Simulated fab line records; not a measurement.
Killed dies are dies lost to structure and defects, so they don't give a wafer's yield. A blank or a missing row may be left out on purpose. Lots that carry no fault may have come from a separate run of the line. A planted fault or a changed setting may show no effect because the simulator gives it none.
Which tool did it? :: flow n5_finfet :: Sampling: 9 lots, 27 wafers, 5 of 1938 route steps

WHAT THE GAUGES SHOWED, per wafer
N5_BEOL_M4_CD_MEAS_35: target cd 18 nm, target cd y 22.4 nm. Usual: cd_nm reads 18.1 nm (standard deviation 0.33).
lot: L312
measured: day 8 02:59
on: cd_sem-02
cd_nm (nm): 18.0 17.7 17.5
flag: 

lot: L314
measured: day 8 06:55
on: cd_sem-01
cd_nm (nm): 18.2 17.8 18.3
flag: 

lot: L317
measured: day 9 06:05
on: cd_sem-03
cd_nm (nm): 18.2 18.7 18.2
flag: 

lot: L318
measured: day 9 09:40
on: cd_sem-01
cd_nm (nm): 18.7 18.2 18.6
flag: 

lot: L319
measured: day 9 23:21
on: cd_sem-02
cd_nm (nm): 17.7 17.4 17.6
flag: 

lot: L328
measured: day 11 16:00
on: cd_sem-02
cd_nm (nm): 17.7 17.6 18.1
flag: 

lot: L331
measured: day 12 14:35
on: cd_sem-02
cd_nm (nm): 18.3 18.8 18.1
flag: 

lot: L332
measured: day 12 21:01
on: cd_sem-03
cd_nm (nm): 18.5 17.6 18.1
flag: 

lot: L333
measured: day 13 00:07
on: cd_sem-02
cd_nm (nm): 18.3 17.9 18.3
flag: 

N5_BEOL_M4_RC_MEAS_101. Usual: DIBL_N 36.5 mV/V, standard deviation 1.7; DIBL_P 36.3 mV/V, standard deviation 2.1; IOFF_N 0.16 nA/um, standard deviation 0.036; IOFF_P 0.21 nA/um, standard deviation 0.037; ION_N 676 uA/um, standard deviation 12; ION_P 462 uA/um, standard deviation 7.6; SS_N 71.5 mV/dec, standard deviation 0.68; SS_P 73.3 mV/dec, standard deviation 0.63; VT_N 249 mV, standard deviation 3.5; VT_P -250 mV, standard deviation 3.5.
lot: L312
measured: day 8 08:06
on: prober-01
DIBL_N (mV/V): 36.5 37.3 37.0
DIBL_P (mV/V): 36.5 37.2 36.9
IOFF_N (nA/um): 0.18 0.20 0.19
IOFF_P (nA/um): 0.22 0.23 0.22
ION_N (uA/um): 682 687 685
ION_P (uA/um): 472 463 466
SS_N (mV/dec): 71.6 72.3 72.0
SS_P (mV/dec): 73.3 73.7 73.5
VT_N (mV): 248 247 244
VT_P (mV): -248 -250 -248
flag: 

lot: L314
measured: day 8 10:57
on: prober-02
DIBL_N (mV/V): 36.3 37.3 36.6
DIBL_P (mV/V): 36.9 38.5 38.4
IOFF_N (nA/um): 0.16 0.17 0.17
IOFF_P (nA/um): 0.18 0.19 0.18
ION_N (uA/um): 681 682 675
ION_P (uA/um): 452 452 453
SS_N (mV/dec): 71.1 71.8 71.8
SS_P (mV/dec): 73.4 72.8 74.1
VT_N (mV): 250 253 250
VT_P (mV): -253 -255 -256
flag: 

lot: L328
measured: day 11 19:54
on: prober-01
DIBL_N (mV/V): 36.5 33.6 35.1
DIBL_P (mV/V): 37.1 34.0 36.0
IOFF_N (nA/um): 0.16 0.13 0.14
IOFF_P (nA/um): 0.22 0.18 0.21
ION_N (uA/um): 674 667 667
ION_P (uA/um): 461 460 461
SS_N (mV/dec): 71.1 70.8 71.1
SS_P (mV/dec): 73.9 73.0 73.9
VT_N (mV): 252 252 253
VT_P (mV): -251 -254 -249
flag: 

lot: L331
measured: day 12 20:24
on: prober-01
DIBL_N (mV/V): 34.3 34.4 37.6
DIBL_P (mV/V): 33.5 33.2 38.1
IOFF_N (nA/um): 0.11 0.11 0.17
IOFF_P (nA/um): 0.15 0.14 0.21
ION_N (uA/um): 657 643 670
ION_P (uA/um): 452 441 459
SS_N (mV/dec): 71.1 70.9 71.1
SS_P (mV/dec): 72.8 72.3 73.7
VT_N (mV): 255 261 250
VT_P (mV): -257 -260 -251
flag: 

lot: L332
measured: day 13 01:03
on: prober-02
DIBL_N (mV/V): 37.4 36.9 37.0
DIBL_P (mV/V): 38.3 37.2 37.3
IOFF_N (nA/um): 0.16 0.16 0.16
IOFF_P (nA/um): 0.22 0.21 0.21
ION_N (uA/um): 676 682 667
ION_P (uA/um): 461 461 463
SS_N (mV/dec): 71.4 70.6 71.3
SS_P (mV/dec): 74.0 73.2 72.6
VT_N (mV): 251 250 250
VT_P (mV): -249 -251 -248
flag: 

lot: L333
measured: day 13 05:24
on: prober-01
DIBL_N (mV/V): 35.0 35.4 38.7
DIBL_P (mV/V): 34.1 34.3 38.4
IOFF_N (nA/um): 0.12 0.12 0.18
IOFF_P (nA/um): 0.17 0.17 0.23
ION_N (uA/um): 665 669 678
ION_P (uA/um): 457 455 464
SS_N (mV/dec): 71.3 71.1 72.1
SS_P (mV/dec): 72.2 72.6 74.3
VT_N (mV): 252 252 247
VT_P (mV): -251 -255 -248
flag: 

WHICH TOOL RAN EACH LOT (tool, then ch and the chambers of the sampled wafers, then the start)
lot: L312
N5_BEOL_M4_ETCH_63: rie_diel-03 ch 1,3, day 7 20:44
N5_BEOL_M4_ETCH_69: rie_diel-02 ch 0,2, day 7 21:38
N5_BEOL_M4_VIA_ETCH_34: rie_diel-02 ch 0,1, day 8 02:34

lot: L314
N5_BEOL_M4_ETCH_63: rie_diel-06 ch 0,3, day 8 03:06
N5_BEOL_M4_ETCH_69: rie_diel-02 ch 1,3, day 8 04:06
N5_BEOL_M4_VIA_ETCH_34: rie_diel-06 ch 0,3, day 8 06:31

lot: L317
N5_BEOL_M4_ETCH_63: rie_diel-06 ch 0,3, day 8 22:23
N5_BEOL_M4_ETCH_69: rie_diel-06 ch 1,2,3, day 8 23:32
N5_BEOL_M4_VIA_ETCH_34: rie_diel-03 ch 1,3, day 9 05:41

lot: L318
N5_BEOL_M4_ETCH_63: rie_diel-06 ch 0,2, day 9 04:46
N5_BEOL_M4_ETCH_69: rie_diel-03 ch 1,2, day 9 05:58
N5_BEOL_M4_VIA_ETCH_34: rie_diel-06 ch 0,1,2, day 9 09:15

lot: L319
N5_BEOL_M4_ETCH_63: rie_diel-02 ch 2,3, day 9 19:37
N5_BEOL_M4_ETCH_69: rie_diel-06 ch 1,2,3, day 9 20:29
N5_BEOL_M4_VIA_ETCH_34: rie_diel-02 ch 0,1,3, day 9 22:56

lot: L328
N5_BEOL_M4_ETCH_63: rie_diel-02 ch 0,3, day 11 11:00
N5_BEOL_M4_ETCH_69: rie_diel-06 ch 2,3, day 11 12:15
N5_BEOL_M4_VIA_ETCH_34: rie_diel-02 ch 1,3, day 11 15:31

lot: L331
N5_BEOL_M4_ETCH_63: rie_diel-03 ch 0,3, day 12 08:44
N5_BEOL_M4_ETCH_69: rie_diel-02 ch 0,1,3, day 12 09:37
N5_BEOL_M4_VIA_ETCH_34: rie_diel-06 ch 0,2,3, day 12 14:11

lot: L332
N5_BEOL_M4_ETCH_63: rie_diel-06 ch 0,1,3, day 12 18:43
N5_BEOL_M4_ETCH_69: rie_diel-02 ch 1,2,3, day 12 19:36
N5_BEOL_M4_VIA_ETCH_34: rie_diel-03 ch 0,1, day 12 20:37

lot: L333
N5_BEOL_M4_ETCH_63: rie_diel-06 ch 1,3, day 12 20:27
N5_BEOL_M4_ETCH_69: rie_diel-06 ch 0,1,3, day 12 21:31
N5_BEOL_M4_VIA_ETCH_34: rie_diel-06 ch 1,2, day 12 23:42
- N5_BEOL_M4_ETCH_63: etches SiARC in CF4, target depth 15.6 nm, time 26 s.
- N5_BEOL_M4_ETCH_69: etches SiARC in CF4, target depth 15.6 nm, time 26 s.
- N5_BEOL_M4_VIA_ETCH_34: etches the open film in C4F6/O2, target depth 69.4 nm, time 65.9 s.

WHAT THE TOOLS THEMSELVES READ (means of the sampled wafers that have a number; where no wafer has one, the mark that the record gives instead)
N5_BEOL_M4_ETCH_63. Usual: bias_w 35.99 W, standard deviation 0.1; cf4_flow_sccm 100.0 sccm, standard deviation 0.3; drypump_motor_current_A 5.61 A, standard deviation 0.29; etch_rf_on_time_s 26.0 s, standard deviation 0.6; oes_product_au 0.64 a.u., standard deviation 0.061; rf_vpp_V 184.1 V, standard deviation 1.3; showerhead_plenum_p_Torr 2.15 Torr, standard deviation 0.074; throttle_valve_pct 15.72 %, standard deviation 0.23.
lot: L312
tool: rie_diel-03
bias_w (W): 36.03
cf4_flow_sccm (sccm): 100.1
drypump_motor_current_A (A): 5.49
etch_rf_on_time_s (s): 25.8
oes_product_au (a.u.): 0.66
rf_vpp_V (V): 185.2
showerhead_plenum_p_Torr (Torr): 2.23
throttle_valve_pct (%): 15.57
flag: 

lot: L314
tool: rie_diel-06
bias_w (W): 36.13
cf4_flow_sccm (sccm): 100.2
drypump_motor_current_A (A): 5.63
etch_rf_on_time_s (s): 25.8
oes_product_au (a.u.): 0.64
rf_vpp_V (V): 183.9
showerhead_plenum_p_Torr (Torr): 2.16
throttle_valve_pct (%): 15.61
flag: 

lot: L317
tool: rie_diel-06
bias_w (W): 35.91
cf4_flow_sccm (sccm): 100.0
drypump_motor_current_A (A): 5.40
etch_rf_on_time_s (s): 26.2
oes_product_au (a.u.): 0.62
rf_vpp_V (V): 182.5
showerhead_plenum_p_Torr (Torr): 2.10
throttle_valve_pct (%): 15.52
flag: 

lot: L318
tool: rie_diel-06
bias_w (W): 35.96
cf4_flow_sccm (sccm): 100.0
drypump_motor_current_A (A): 5.97
etch_rf_on_time_s (s): 26.0
oes_product_au (a.u.): 0.69
rf_vpp_V (V): 186.1
showerhead_plenum_p_Torr (Torr): 2.24
throttle_valve_pct (%): 15.63
flag: 

lot: L319
tool: rie_diel-02
bias_w (W): 35.91
cf4_flow_sccm (sccm): 100.5
drypump_motor_current_A (A): 5.45
etch_rf_on_time_s (s): 25.5
oes_product_au (a.u.): 0.61
rf_vpp_V (V): 183.9
showerhead_plenum_p_Torr (Torr): 2.12
throttle_valve_pct (%): 15.83
flag: 

lot: L328
tool: rie_diel-02
bias_w (W): 36.01
cf4_flow_sccm (sccm): 99.9
drypump_motor_current_A (A): 5.56
etch_rf_on_time_s (s): 27.0
oes_product_au (a.u.): 0.58
rf_vpp_V (V): 183.8
showerhead_plenum_p_Torr (Torr): 2.12
throttle_valve_pct (%): 15.87
flag: 

lot: L331
tool: rie_diel-03
bias_w (W): 36.12
cf4_flow_sccm (sccm): 99.9
drypump_motor_current_A (A): 5.77
etch_rf_on_time_s (s): 25.9
oes_product_au (a.u.): 0.68
rf_vpp_V (V): 183.9
showerhead_plenum_p_Torr (Torr): 2.18
throttle_valve_pct (%): 15.59
flag: 

lot: L332
tool: rie_diel-06
bias_w (W): 36.02
cf4_flow_sccm (sccm): 100.0
drypump_motor_current_A (A): 5.50
etch_rf_on_time_s (s): 25.9
oes_product_au (a.u.): 0.61
rf_vpp_V (V): 183.9
showerhead_plenum_p_Torr (Torr): 2.12
throttle_valve_pct (%): 15.76
flag: 

lot: L333
tool: rie_diel-06
bias_w (W): 36.00
cf4_flow_sccm (sccm): 99.8
drypump_motor_current_A (A): 5.38
etch_rf_on_time_s (s): 26.4
oes_product_au (a.u.): 0.60
rf_vpp_V (V): 183.3
showerhead_plenum_p_Torr (Torr): 2.08
throttle_valve_pct (%): 15.84
flag: 

N5_BEOL_M4_ETCH_69. Usual: bias_w 36.00 W, standard deviation 0.12; cf4_flow_sccm 100.0 sccm, standard deviation 0.3; drypump_motor_current_A 5.64 A, standard deviation 0.3; etch_rf_on_time_s 26.0 s, standard deviation 0.63; oes_product_au 0.64 a.u., standard deviation 0.07; rf_vpp_V 184.1 V, standard deviation 1.3; showerhead_plenum_p_Torr 2.15 Torr, standard deviation 0.071; throttle_valve_pct 15.72 %, standard deviation 0.23.
lot: L312
tool: rie_diel-02
bias_w (W): 35.98
cf4_flow_sccm (sccm): 100.1
drypump_motor_current_A (A): 5.53
etch_rf_on_time_s (s): 26.6
oes_product_au (a.u.): 0.60
rf_vpp_V (V): 184.0
showerhead_plenum_p_Torr (Torr): 2.13
throttle_valve_pct (%): 15.67
flag: 

lot: L314
tool: rie_diel-02
bias_w (W): 35.97
cf4_flow_sccm (sccm): 99.8
drypump_motor_current_A (A): 5.66
etch_rf_on_time_s (s): 25.7
oes_product_au (a.u.): 0.62
rf_vpp_V (V): 183.6
showerhead_plenum_p_Torr (Torr): 2.15
throttle_valve_pct (%): 16.03
flag: 

lot: L317
tool: rie_diel-06
bias_w (W): 36.05
cf4_flow_sccm (sccm): 100.2
drypump_motor_current_A (A): 5.64
etch_rf_on_time_s (s): 25.9
oes_product_au (a.u.): 0.70
rf_vpp_V (V): 183.9
showerhead_plenum_p_Torr (Torr): 2.15
throttle_valve_pct (%): 15.60
flag: 

lot: L318
tool: rie_diel-03
bias_w (W): 36.03
cf4_flow_sccm (sccm): 99.9
drypump_motor_current_A (A): 5.57
etch_rf_on_time_s (s): 25.5
oes_product_au (a.u.): 0.61
rf_vpp_V (V): 185.0
showerhead_plenum_p_Torr (Torr): 2.18
throttle_valve_pct (%): 15.63
flag: 

lot: L319
tool: rie_diel-06
bias_w (W): 36.07
cf4_flow_sccm (sccm): 100.2
drypump_motor_current_A (A): 5.63
etch_rf_on_time_s (s): 26.1
oes_product_au (a.u.): 0.68
rf_vpp_V (V): 184.9
showerhead_plenum_p_Torr (Torr): 2.15
throttle_valve_pct (%): 15.61
flag: 

lot: L328
tool: rie_diel-06
bias_w (W): 36.07
cf4_flow_sccm (sccm): 100.0
drypump_motor_current_A (A): 5.90
etch_rf_on_time_s (s): 25.8
oes_product_au (a.u.): 0.72
rf_vpp_V (V): 184.4
showerhead_plenum_p_Torr (Torr): 2.20
throttle_valve_pct (%): 15.47
flag: 

lot: L331
tool: rie_diel-02
bias_w (W): 35.94
cf4_flow_sccm (sccm): 100.0
drypump_motor_current_A (A): 5.67
etch_rf_on_time_s (s): 26.1
oes_product_au (a.u.): 0.59
rf_vpp_V (V): 184.3
showerhead_plenum_p_Torr (Torr): 2.14
throttle_valve_pct (%): 15.97
flag: 

lot: L332
tool: rie_diel-02
bias_w (W): 36.04
cf4_flow_sccm (sccm): 99.7
drypump_motor_current_A (A): 5.60
etch_rf_on_time_s (s): 25.7
oes_product_au (a.u.): 0.68
rf_vpp_V (V): 183.5
showerhead_plenum_p_Torr (Torr): 2.14
throttle_valve_pct (%): 15.79
flag: 

lot: L333
tool: rie_diel-06
bias_w (W): 35.84
cf4_flow_sccm (sccm): 100.0
drypump_motor_current_A (A): 5.48
etch_rf_on_time_s (s): 26.0
oes_product_au (a.u.): 0.61
rf_vpp_V (V): 184.2
showerhead_plenum_p_Torr (Torr): 2.11
throttle_valve_pct (%): 15.76
flag: 

N5_BEOL_M4_VIA_ETCH_34. Usual: C4F6_flow_sccm 10.00 sccm, standard deviation 0.032; O2_flow_sccm 10.00 sccm, standard deviation 0.034; drypump_motor_current_A 5.65 A, standard deviation 0.29; oes_product_au 0.73 a.u., standard deviation 0.063; rf_vpp_V 663 V, standard deviation 12; showerhead_plenum_p_Torr 2.85 Torr, standard deviation 0.091; throttle_valve_pct 30.72 %, standard deviation 0.26.
lot: L312
tool: rie_diel-02
C4F6_flow_sccm (sccm): 9.98
O2_flow_sccm (sccm): 10.00
drypump_motor_current_A (A): 5.79
oes_product_au (a.u.): 0.71
rf_vpp_V (V): 672
showerhead_plenum_p_Torr (Torr): 2.88
throttle_valve_pct (%): 30.70
flag: 

lot: L314
tool: rie_diel-06
C4F6_flow_sccm (sccm): 9.97
O2_flow_sccm (sccm): 10.00
drypump_motor_current_A (A): 5.62
oes_product_au (a.u.): 0.73
rf_vpp_V (V): 657
showerhead_plenum_p_Torr (Torr): 2.87
throttle_valve_pct (%): 30.70
flag: 

lot: L317
tool: rie_diel-03
C4F6_flow_sccm (sccm): -
O2_flow_sccm (sccm): -
drypump_motor_current_A (A): -
oes_product_au (a.u.): -
rf_vpp_V (V): -
showerhead_plenum_p_Torr (Torr): -
throttle_valve_pct (%): -
flag: OFF

lot: L318
tool: rie_diel-06
C4F6_flow_sccm (sccm): -
O2_flow_sccm (sccm): -
drypump_motor_current_A (A): -
oes_product_au (a.u.): -
rf_vpp_V (V): -
showerhead_plenum_p_Torr (Torr): -
throttle_valve_pct (%): -
flag: OFF

lot: L319
tool: rie_diel-02
C4F6_flow_sccm (sccm): -
O2_flow_sccm (sccm): -
drypump_motor_current_A (A): -
oes_product_au (a.u.): -
rf_vpp_V (V): -
showerhead_plenum_p_Torr (Torr): -
throttle_valve_pct (%): -
flag: OFF

lot: L328
tool: rie_diel-02
C4F6_flow_sccm (sccm): 10.01
O2_flow_sccm (sccm): 10.01
drypump_motor_current_A (A): 5.67
oes_product_au (a.u.): 0.71
rf_vpp_V (V): 665
showerhead_plenum_p_Torr (Torr): 2.83
throttle_valve_pct (%): 31.00
flag: 

lot: L331
tool: rie_diel-06
C4F6_flow_sccm (sccm): 9.99
O2_flow_sccm (sccm): 10.02
drypump_motor_current_A (A): 5.78
oes_product_au (a.u.): 0.77
rf_vpp_V (V): 659
showerhead_plenum_p_Torr (Torr): 2.88
throttle_valve_pct (%): 30.63
flag: 

lot: L332
tool: rie_diel-03
C4F6_flow_sccm (sccm): 10.02
O2_flow_sccm (sccm): 9.99
drypump_motor_current_A (A): 5.47
oes_product_au (a.u.): 0.71
rf_vpp_V (V): 653
showerhead_plenum_p_Torr (Torr): 2.77
throttle_valve_pct (%): 30.76
flag: 

lot: L333
tool: rie_diel-06
C4F6_flow_sccm (sccm): 10.01
O2_flow_sccm (sccm): 9.98
drypump_motor_current_A (A): 5.70
oes_product_au (a.u.): 0.77
rf_vpp_V (V): 683
showerhead_plenum_p_Torr (Torr): 2.88
throttle_valve_pct (%): 31.02
flag: 

THE ANSWER, worked out from the rows above alone
Rule: take the mean of a lot's wafers that have a number; if it is more than 3 standard deviations from the usual mean, the lot is off. A lot without any number at a reading at which 4 lots or more have one is off too. The other lots that the step has rows for count as sound. Order of review: gauges by route order, followed by the tools' own readings, for which a lot's mean as printed above is used. At the first step where some lot is off, the reading lying furthest off is the one used; lots without a number count as furthest.
Off: L317, L318, L319, at N5_BEOL_M4_VIA_ETCH_34 (C4F6_flow_sccm). Without a number there: L317, L318, L319.
A tool fits if, at that step or a process step before it, it ran every lot that is off, and no sound lot after the first of them. Not one of the candidates tried fits.

WHAT HAD BEEN PUT IN BY THE SIMULATOR
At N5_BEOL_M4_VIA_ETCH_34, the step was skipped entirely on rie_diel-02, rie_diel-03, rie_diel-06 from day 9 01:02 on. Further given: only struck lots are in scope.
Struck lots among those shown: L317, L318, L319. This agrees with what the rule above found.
